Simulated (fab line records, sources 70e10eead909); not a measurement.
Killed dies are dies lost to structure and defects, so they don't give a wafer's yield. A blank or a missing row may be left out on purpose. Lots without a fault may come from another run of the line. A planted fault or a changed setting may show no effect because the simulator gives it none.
Which tool did it? | flow nand_harc | 6 lots, 18 wafers sampled, at 5 steps of a route of 1159

WHAT THE GAUGES READ, wafer by wafer
NHARC_END_SORT_01.
lot  | measured     | on        | killed_at_array
L715 | day 22 09:44 | prober-02 | 35 41 26
L714 | day 23 06:19 | prober-01 | 21 21 69

WHICH TOOL RAN EACH LOT (tool, then ch and the chambers of the sampled wafers, then the start)
lot  | NHARC_A_CONTACT_ETCH_75            | NHARC_A_CONTACT_ETCH_78                       | NHARC_A_CONTACT_ETCH_125             | NHARC_A_CONTACT_ETCH_126
L706 | rie_diel-04 ch 1,2, day 17 07:39   | rie_diel-04 ch 1,3, day 17 09:08 or earlier   | har_cap_etch-02 ch 0,1, day 17 09:08 | har_cap_etch-02 ch 0,1, day 17 09:19
L708 | rie_diel-04 ch 0,3, day 17 14:44   | rie_diel-04 ch 0,1,2, day 17 16:08 or earlier | har_cap_etch-02 ch 0,1, day 17 16:08 | har_cap_etch-02 ch 0,1, day 17 16:16
L715 | rie_diel-04 ch 1,3, day 19 22:05   | rie_diel-04 ch 1,2,3, day 19 23:48 or earlier | har_cap_etch-02 ch 0,1, day 19 23:48 | har_cap_etch-02 ch 0,1, day 19 23:56
L714 | rie_diel-04 ch 0,1,2, day 20 09:13 | rie_diel-04 ch 0,1,3, day 20 10:30 or earlier | har_cap_etch-01 ch 0,1, day 20 10:30 | har_cap_etch-01 ch 0,1, day 20 10:38
L721 | rie_diel-05 ch 0,1,2, day 21 02:31 | rie_diel-05 ch 0,2,3, day 21 03:48 or earlier | har_cap_etch-01 ch 0,1, day 21 03:48 | har_cap_etch-01 ch 0,1, day 21 03:56
L726 | rie_diel-05 ch 0,1, day 22 12:35   | rie_diel-05 ch 0,1,3, day 22 14:03 or earlier | har_cap_etch-03 ch 0,1, day 22 14:03 | har_cap_etch-03 ch 0,1, day 22 14:11
- NHARC_A_CONTACT_ETCH_75: etches the open film in CF4, target depth 39 nm, time 65 s.
- NHARC_A_CONTACT_ETCH_78: etches the open film in O2/COS, target depth 2800 nm, time 728 s.
- NHARC_A_CONTACT_ETCH_125: etches the open film in C4F8/O2/Ar, time 155 s, target depth 956 nm.
- NHARC_A_CONTACT_ETCH_126: etches the open film in C4F8/O2/Ar, time 155 s, target depth 956 nm.

THE ANSWER, worked out from the rows above alone
Rule: what is usual is taken from the lots themselves. Put in order of their means at a reading, lots are off if they are a third of the lots or fewer, leave a main group of 4 or more, and stand apart from it by a gap of 3 or more times the standard deviation of the main group's means; of several such gaps the widest counts. A main group whose means are all the same, to the digits that the tables above print for the reading, isn't used. A lot without any number at a reading at which 4 lots or more have one is off too. The other lots that the step has rows for count as sound.
No lot is off at any reading shown: from this, nothing can be told.

WHAT THE SIMULATOR HAD PUT IN
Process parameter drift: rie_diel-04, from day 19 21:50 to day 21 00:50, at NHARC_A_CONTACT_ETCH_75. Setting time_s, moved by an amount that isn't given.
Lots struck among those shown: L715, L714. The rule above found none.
